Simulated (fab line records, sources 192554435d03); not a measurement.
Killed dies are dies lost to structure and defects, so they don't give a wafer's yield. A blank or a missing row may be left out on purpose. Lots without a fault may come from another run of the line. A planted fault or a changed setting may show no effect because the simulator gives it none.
fab line records | flow n5_finfet | part 2 of 2: steps 15 to 26 of 26
record lots=5 wafers=15 last_day=17
route steps=1938 shown BEOL_M0_CUTY@709 BEOL_M0@715
lots that met no fault: from a run of the same line without faults
start_h: hours from the record's first day to the start of the lot's first wafer shown | wait_h: hours since the lot's step before | " the same as in the row above | L1.1+2: a row that stands for several wafers | - no value, or no start given | * or withheld: withheld | < > ~ a bound
route shown NAME@n: a module of which the file shows steps, and the number in the route of the first | usual: mean/standard deviation of fault-free wafers | same: alike in all rows | chamber/n: place in a boat | sites: the reading at each site | _std_site: their standard deviation | _edge_site: outer sites' mean less inner sites' | radius_mm: how far each site lies from the wafer's centre | mask NAME#n: copy n | behind: the tool/chamber that last shaped the wafer | hold: why the lot was held/for how many hours/how that ended | device: the transistor (n, p or np) that didn't switch | end of line: the same wafers' tests at the end of the route | a step without rows: its recipe alone | killed: dies lost to structure and defects at the first sort, not the wafer's yield | map: a wafer's dies, x killed, . not, _ none there
set.NAME: the setting as run; set.NAME@STEP: as run at that earlier step | model.NAME: the simulator's own value behind a step, which no gauge read
lots at some steps of the route; a table a step, a row a wafer
services: from which hour (start_h, from the record's first day; less than 0 if before it) a tool's chamber was out of use, for how many hours, and why
## steps
# step N5_BEOL_M0_OCD_MEAS_108
# usual trench_depth_nm=32.9/0.74
# columns lot.wafer tool chamber start_h wait_h trench_depth_nm
L074.1 ocd-02 - 123.40 0.1 33.2
L074.3 " - " " 33.7
L074.4 " - " " 33.2
L082.2 ocd-02 - 165.71 0.1 33.0
L082.3 " - " " 32.3
L082.6 " - " " 32.4
L087.2 ocd-01 - 197.99 0.1 33.3
L087.3 " - " " 33.8
L087.5 " - " " 33.1
L092.1 ocd-02 - 221.74 0.1 32.3
L092.3 " - " " 31.8
L092.6 " - " " 33.2
L093.1 ocd-02 - 231.16 0.1 33.2
L093.4 " - " " 31.7
L093.6 " - " " 32.4
# step N5_BEOL_M0_HM_STRIP_129
# recipe chemistry=peroxide_tin_strip material=TiN target_depth_a=170 temp_c=50 time_s=108
# columns lot.wafer tool chamber start_h wait_h
L074.1+3+4 wet_bench-02 0,7,1 123.43 0.0
L082.2+3+6 wet_bench-02 1,4,3 165.74 0.0
L087.2+3+5 wet_bench-02 0,7,5 198.02 0.0
L092.1+3+6 wet_bench-02 3,4,2 221.77 0.0
L093.1+4+6 wet_bench-02 6,7,0 231.19 0.0
# step N5_BEOL_M0_SRD_130
# recipe time_s=30 temp_c=23 rinse_liquid=diw dry=ipa_marangoni
# columns lot.wafer tool chamber start_h wait_h
L074.1+3+4 wet_bench-02 0,7,1 123.46 0.0
L082.2+3+6 wet_bench-02 1,4,3 165.77 0.0
L087.2+3+5 wet_bench-02 0,7,5 198.06 0.0
L092.1+3+6 wet_bench-02 3,4,2 221.80 0.0
L093.1+4+6 wet_bench-02 6,7,0 231.22 0.0
# step N5_BEOL_M0_ETCH_109
# recipe chemistry=CH3F/O2 target_depth_a=80 overetch_a=24 target=SiCN time_s=27.4 ion_energy_ev=120 pressure_mtorr=30 source_w=395 bias_w=75 Ar_flow_sccm=150 CH3F_flow_sccm=30 O2_flow_sccm=20
# usual drypump_motor_current_A=5.6/0.36 oes_product_au=0.69/0.079 rf_vpp_V=296.9/1.3 showerhead_plenum_p_Torr=1.98/0.054 throttle_valve_pct=16.21/0.26
# columns lot.wafer tool chamber start_h wait_h drypump_motor_current_A oes_product_au rf_hours_counter_h rf_vpp_V showerhead_plenum_p_Torr throttle_valve_pct
L074.1 rie_diel-04 2 123.50 0.0 5.5 0.72 39 296.1 1.95 15.94
L074.3 " 3 " " 4.9 0.67 147 295.7 1.92 16.36
L074.4 " 1 " " 5.4 0.80 8 296.2 1.95 16.08
L082.2 rie_diel-01 3 165.81 0.0 5.3 0.60 182 298.2 2.09 16.40
L082.3 " 0 " " 5.7 0.61 207 295.8 1.89 16.29
L082.6 " 1 " " 5.8 0.73 - 298.5 2.04 15.86
L087.2 rie_diel-03 1 198.11 0.0 5.1 0.77 18 298.4 2.04 16.17
L087.3 " 3 " " 5.4 0.60 238 295.7 1.95 16.71
L087.5 " 2 " " 5.6 0.77 - 298.2 2.02 15.71
L092.1 rie_diel-01 0 221.85 0.0 5.7 0.59 227 295.6 1.88 16.33
L092.3 " 2 " " 5.9 0.77 22 294.9 1.98 16.15
L092.6 " 1 " " 5.7 0.69 - 296.6 2.04 15.90
L093.1 rie_diel-04 2 231.27 0.0 5.5 0.69 77 295.4 1.93 16.01
L093.4 " 1 " " 5.4 0.75 - 296.3 1.94 16.16
L093.6 " 0 " " 6.1 0.61 - 296.3 1.95 16.34
# step N5_BEOL_M0_STRIP_139
# recipe chemistry=post_etch_residue_remover time_s=60 temp_c=25 remover_ph=withheld remover_water_wt_pct=withheld remover_fluoride_wt_pct=withheld
# columns lot.wafer tool chamber start_h wait_h
L074.1+3+4 wet_bench-05 7,3,5 123.61 0.1
L082.2+3+6 wet_bench-03 2,5,3 165.92 0.1
L087.2+3+5 wet_bench-02 1,0,4 198.22 0.1
L092.1+3+6 wet_bench-03 2,6,3 221.95 0.1
L093.1+4+6 wet_bench-03 5,3,4 231.37 0.1
# step N5_BEOL_M0_SRD_111
# recipe time_s=30 temp_c=23 rinse_liquid=diw dry=ipa_marangoni
# columns lot.wafer tool chamber start_h wait_h
L074.1+3+4 wet_bench-05 7,3,5 123.63 0.0
L082.2+3+6 wet_bench-03 2,5,3 165.94 0.0
L087.2+3+5 wet_bench-02 1,0,4 198.24 0.0
L092.1+3+6 wet_bench-03 2,6,3 221.97 0.0
L093.1+4+6 wet_bench-03 5,3,4 231.39 0.0
# step N5_BEOL_M0_DEGAS_112
# recipe ambient=vacuum temp_c=250 time_s=60
# usual heater_power_w=335/36
# columns lot.wafer tool chamber start_h wait_h heater_power_w
L074.1 pvd_sputter-02 - 123.76 0.1 344
L074.3 " - " " 286
L074.4 " - " " 326
L082.2 pvd_sputter-03 - 166.40 0.4 324
L082.3 " - " " 405
L082.6 " - " " 393
L087.2 pvd_sputter-03 - 198.59 0.3 382
L087.3 " - " " 396
L087.5 " - " " 335
L092.1 pvd_sputter-02 - 222.03 0.0 289
L092.3 " - " " 328
L092.6 " - " " 288
L093.1 pvd_sputter-03 - 231.83 0.4 379
L093.4 " - " " 329
L093.6 " - " " 335
# step N5_BEOL_M0_PRE_CLEAN_113
# recipe gas=H2/He time_s=30 temp_c=250
# usual heater_power_w=336/36
# columns lot.wafer tool chamber start_h wait_h heater_power_w
L074.1 pvd_sputter-02 - 123.80 0.0 344
L074.3 " - " " 293
L074.4 " - " " 324
L082.2 pvd_sputter-03 - 166.44 0.0 332
L082.3 " - " " 403
L082.6 " - " " 402
L087.2 pvd_sputter-03 - 198.63 0.0 375
L087.3 " - " " 398
L087.5 " - " " 341
L092.1 pvd_sputter-02 - 222.07 0.0 289
L092.3 " - " " 329
L092.6 " - " " 285
L093.1 pvd_sputter-03 - 231.87 0.0 372
L093.4 " - " " 334
L093.6 " - " " 339
# step N5_BEOL_M0_ALD_136
# recipe material=TaN target_thk_a=* temp_c=275 ald_precursor_family=PDMAT ald_co_reactant=NH3 pressure_torr=3 carrier_flow_sccm=1500 pulse_time_s=2 purge_time_s=3 co_reactant_purge_time_s=2 co_reactant_pulse_time_s=3 ald_cycles=30 precursor_vessel_temp_c=75 precursor_vessel_pressure_torr=26.25 precursor_vessel_carrier_sccm=1000
# usual heater_power_w=408/40
# same co_reactant_pulse_time_s=3
# columns lot.wafer tool chamber start_h wait_h heater_power_w
L074.1 ald_metal-01 2 123.86 0.0 418
L074.3 " 1 " " 353
L074.4 " 3 " " 382
L082.2 ald_metal-03 2 166.60 0.1 402
L082.3 " 3 " " 491
L082.6 " 3 " " 494
L087.2 ald_metal-04 0 198.69 0.0 399
L087.3 " 2 " " 411
L087.5 " 1 " " 397
L092.1 ald_metal-04 3 222.13 0.0 379
L092.3 " 0 " " 381
L092.6 " 3 " " 389
L093.1 ald_metal-03 3 231.94 0.0 503
L093.4 " 1 " " 419
L093.6 " 2 " " 396
# step N5_BEOL_M0_SURFACE_TREAT_137
# recipe gas=Ar time_s=* ion_energy_ev=* ion_current_ma_cm2=0.5 pressure_mtorr=* ar_flow_sccm=30
# usual throttle_valve_pct=*
# columns lot.wafer tool chamber start_h wait_h throttle_valve_pct
L074.1 pvd_sputter-03 - 124.10 0.1 *
L074.3 " - " " *
L074.4 " - " " *
L082.2 pvd_sputter-03 - 166.92 0.2 *
L082.3 " - " " *
L082.6 " - " " *
L087.2 pvd_sputter-01 - 198.92 0.1 *
L087.3 " - " " *
L087.5 " - " " *
L092.1 pvd_sputter-01 - 222.75 0.5 *
L092.3 " - " " *
L092.6 " - " " *
L093.1 pvd_sputter-02 - 232.33 0.3 *
L093.4 " - " " *
L093.6 " - " " *
# step N5_BEOL_M0_CVD_115
# recipe material=Co target_thk_a=* temp_c=withheld precursor=CCTBA/H2 pressure_torr=30 time_s=120
# columns lot.wafer tool chamber start_h wait_h
L074.1+3+4 cvd_co-02 0,0,2 124.16 0.0
L082.2+3+6 cvd_co-02 2,1,1 167.21 0.3
L087.2+3+5 cvd_co-02 0,2,0 199.17 0.2
L092.1+3+6 cvd_co-02 1,0,2 223.04 0.3
L093.1+4+6 cvd_co-02 0,2,0 232.51 0.2
# step N5_BEOL_M0_SPUTTER_116
# recipe material=Cu target_thk_a=40 temp_c=-20 chamber_pressure_pa=0.07 power_w=withheld time_s=7.37
# usual throttle_valve_pct=30.4/0.94
# columns lot.wafer tool chamber start_h wait_h throttle_valve_pct
L074.1 pvd_sputter-01 - 124.31 0.1 29.7
L074.3 " - " " 30.8
L074.4 " - " " 30.4
L082.2 pvd_sputter-02 - 167.68 0.4 32.5
L082.3 " - " " 30.9
L082.6 " - " " 31.3
L087.2 pvd_sputter-02 - 199.61 0.4 31.1
L087.3 " - " " 29.6
L087.5 " - " " 31.0
L092.1 pvd_sputter-02 - 224.15 1.1 32.3
L092.3 " - " " 29.3
L092.6 " - " " 29.2
L093.1 pvd_sputter-03 - 232.65 0.1 30.6
L093.4 " - " " 30.4
L093.6 " - " " 30.8
## services
# columns tool chamber start_h hours kind
rie_metal-03 - 99.43 1.4 pm
ald_metal-04 1 102.20 16.4 repair
wet_bench-05 - 110.16 1.9 pm
rie_diel-01 2 131.19 - clean
rie_diel-01 2 131.19 - consumable_replace:esc
rie_diel-01 2 131.19 - consumable_replace:focus_ring
ald_metal-03 3 132.59 21.6 repair
rie_diel-01 0 134.94 7.9 repair
rie_metal-02 - 141.79 1.4 pm
ald_metal-04 3 147.88 5.8 repair
ald_metal-03 - 156.16 2.8 pm
ald_metal-03 0 162.74 13.9 repair
pvd_sputter-01 - 163.99 2.8 repair
ald_metal-03 - 175.90 0.4 repair
rie_diel-03 1 188.21 2.4 repair
cvd_co-02 - 189.79 0.3 repair
wet_bench-05 - 194.60 3.3 repair
ald_metal-01 2 199.65 24.1 repair
rie_diel-01 1 202.82 3.8 repair
ald_metal-04 - 209.16 4.3 pm
rie_metal-02 - 212.04 0.4 repair
cvd_co-02 - 214.59 2.8 pm
rie_diel-04 3 218.89 32.8 repair
ald_metal-03 2 218.92 10.8 repair
